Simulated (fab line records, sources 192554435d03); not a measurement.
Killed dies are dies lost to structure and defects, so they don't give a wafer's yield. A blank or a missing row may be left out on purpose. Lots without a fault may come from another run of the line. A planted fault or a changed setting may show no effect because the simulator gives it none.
fab line records | flow n5_finfet
record lots=7 wafers=39
route steps=1938 shown DUMMY_GATE@243 SD_ACTIVATION@331 HKMG_FIN@435 MOL_CONTACT_COAG@562 BEOL_M4@1111
start_h: hours from the record's first day to the start of the lot's first wafer shown | wait_h: hours since the lot's step before | " the same as in the row above | L1.1+2: a row that stands for several wafers | - no value, or no start given | * or withheld: withheld | < > ~ a bound
route shown NAME@n: a module of which the file shows steps, and the number in the route of the first | usual: mean/standard deviation of fault-free wafers | same: alike in all rows | chamber/n: place in a boat | sites: the reading at each site | _std_site: their standard deviation | _edge_site: outer sites' mean less inner sites' | radius_mm: how far each site lies from the wafer's centre | mask NAME#n: copy n | behind: the tool/chamber that last shaped the wafer | hold: why the lot was held/for how many hours/how that ended | device: the transistor (n, p or np) that didn't switch | end of line: the same wafers' tests at the end of the route | a step without rows: its recipe alone | killed: dies lost to structure and defects at the first sort, not the wafer's yield | map: a wafer's dies, x killed, . not, _ none there
set.NAME: the setting as run; set.NAME@STEP: as run at that earlier step | model.NAME: the simulator's own value behind a step, which no gauge read
lots whose settings were changed on purpose; a table a step, a row a wafer
## steps
# step N5_DUMMY_GATE_ETCH_31
# recipe chemistry=C4F6/O2 target=SiO2 mask_material=SOC target_depth_a=825 time_s=27.5 ion_energy_ev=250 pressure_mtorr=30 source_w=345 bias_w=185 Ar_flow_sccm=300 C4F6_flow_sccm=10 O2_flow_sccm=10
# step N5_DUMMY_GATE_ETCH_42
# recipe chemistry=CHF3/O2 target=SiO2 target_depth_a=35 time_s=31 ion_energy_ev=30 bias_w=12 pressure_mtorr=30 source_w=600 Ar_flow_sccm=200 CHF3_flow_sccm=50 O2_flow_sccm=5
# step N5_SD_ACTIVATION_LSA_01
# recipe temp_c=1080 time_s=0.0008 ambient=N2
# step N5_HKMG_FIN_ETCH_32
# recipe chemistry=N2/H2 target=SOC target_depth_a=2400 temp_c=40 time_s=300 ion_energy_ev=200 mask_material=SiARC pressure_mtorr=30 source_w=840 bias_w=150 n2_flow_sccm=200 h2_flow_sccm=200
# step N5_MOL_CONTACT_COAG_ALD_123
# recipe material=SiNx target_thk_a=50 temp_c=400 ald_precursor_family=SiH2I2 ald_co_reactant=N2/H2-plasma pulse_time_s=1 purge_time_s=2 co_reactant_purge_time_s=2 ald_cycles=100 pressure_torr=2
# step N5_MOL_CONTACT_COAG_VIA_ETCH_46
# recipe chemistry=C4F6/O2 target_depth_a=460 overetch_a=92 mask_material=SOC target=SiO2 bias_w=455 pressure_mtorr=10 time_s=40 source_w=325 Ar_flow_sccm=300 C4F6_flow_sccm=10 O2_flow_sccm=10 ion_energy_ev=575.3 ends=end_point
# step N5_BEOL_M4_RC_MEAS_101
# usual RS_SD_N=28.5/0.4
# columns lot.wafer tool chamber start_h wait_h set.target_depth_a@DUMMY_GATE_ETCH_31 set.bias_w@DUMMY_GATE_ETCH_42 set.time_s@SD_ACTIVATION_LSA_01 set.h2_flow_sccm@HKMG_FIN_ETCH_32 set.ald_cycles@MOL_CONTACT_COAG_ALD_123 set.bias_w@MOL_CONTACT_COAG_VIA_ETCH_46 RS_SD_N[ohm/sq]
L080.1 prober-02 0 217.79 0.0 931 12 0.0008 185.8 100 496 28.6
L080.2 " 0 " " 825 12 0.001017 200 100 496 27.7
L080.3 " 0 " " 825 12 0.0008 185.8 100 455 28.1
L080.4 " 0 " " 931 12 0.001017 185.8 107 455 27.6
L080.5 " 0 " " 931 12 0.001017 200 107 455 27.5
L080.6 " 0 " " 825 12 0.0008 200 107 496 28.4
L084.1 prober-02 0 234.64 0.0 740.4 9.785 0.0008 200 100 455 28.9
L084.2 " 0 " " 825 12 0.0007237 200 100 455 29.2
L084.3 " 0 " " 825 12 0.0008 200 107 455 28.8
L084.4 " 0 " " 825 9.785 0.0007237 200 107 455 29.1
L084.5 " 0 " " 740.4 9.785 0.0008 200 100 455 28.5
L084.6 " 0 " " 740.4 12 0.0007237 200 107 455 28.8
L085.2 prober-01 0 242.75 0.2 825 12 0.0008 200 100 455 28.1
L085.4 " 0 " " 825 12 0.0008 200 100 455 27.7
L085.6 " 0 " " 825 12 0.0008 200 100 455 28.1
L088.1 prober-02 0 268.85 0.0 825 12 0.001021 200 100 485.5 28.1
L088.2 " 0 " " 825 12 0.0008 212.3 100 455 29.1
L088.3 " 0 " " 825 12 0.001021 212.3 100 485.5 28.3
L088.4 " 0 " " 825 12 0.0008 200 100 485.5 28.8
L088.5 " 0 " " 825 12 0.0008 200 100 455 28.8
L088.6 " 0 " " 825 12 0.001021 212.3 100 455 27.8
L093.1 prober-02 0 275.12 0.0 825 10.32 0.0008 187.7 113 455 28.2
L093.2 " 0 " " 776.1 12 0.0005501 187.7 113 455 29.3
L093.3 " 0 " " 776.1 12 0.0008 200 100 455 28.7
L093.4 " 0 " " 776.1 10.32 0.0008 187.7 100 413 28.4
L093.5 " 0 " " 825 12 0.0005501 200 100 413 30.0
L093.6 " 0 " " 825 10.32 0.0005501 200 113 413 29.2
L091.1 prober-02 0 279.72 0.0 825 10.76 0.0008 200 100 455 28.7
L091.2 " 0 " " 825 10.76 0.0007256 195.7 106 455 29.1
L091.3 " 0 " " 754.3 12 0.0008 195.7 106 455 28.9
L091.4 " 0 " " 825 12 0.0007256 200 106 455 28.8
L091.5 " 0 " " 754.3 12 0.0007256 195.7 100 455 29.5
L091.6 " 0 " " 754.3 10.76 0.0008 200 100 455 29.3
L092.1 prober-01 0 312.55 0.7 825 12 0.0008 193.4 116 455 28.9
L092.2 " 0 " " 719.5 12 0.0005579 200 100 455 29.6
L092.3 " 0 " " 719.5 13.95 0.0005579 200 116 378.7 30.0
L092.4 " 0 " " 825 12 0.0005579 193.4 116 455 29.5
L092.5 " 0 " " 719.5 13.95 0.0008 193.4 100 378.7 28.3
L092.6 " 0 " " 825 13.95 0.0008 200 100 378.7 28.4
## key
split step=N5_DUMMY_GATE_ETCH_31 setting=target_depth_a stated_as=825
response none clear
split step=N5_DUMMY_GATE_ETCH_42 setting=bias_w stated_as=12
response none clear
split step=N5_SD_ACTIVATION_LSA_01 setting=time_s stated_as=0.0008
response step=N5_BEOL_M4_RC_MEAS_101 reading=RS_SD_N slope=-0.0327 per=1% together_with=all explained=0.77
split step=N5_HKMG_FIN_ETCH_32 setting=h2_flow_sccm stated_as=200
response none clear
split step=N5_MOL_CONTACT_COAG_ALD_123 setting=ald_cycles stated_as=100
response none clear
split step=N5_MOL_CONTACT_COAG_VIA_ETCH_46 setting=bias_w stated_as=455
response none clear
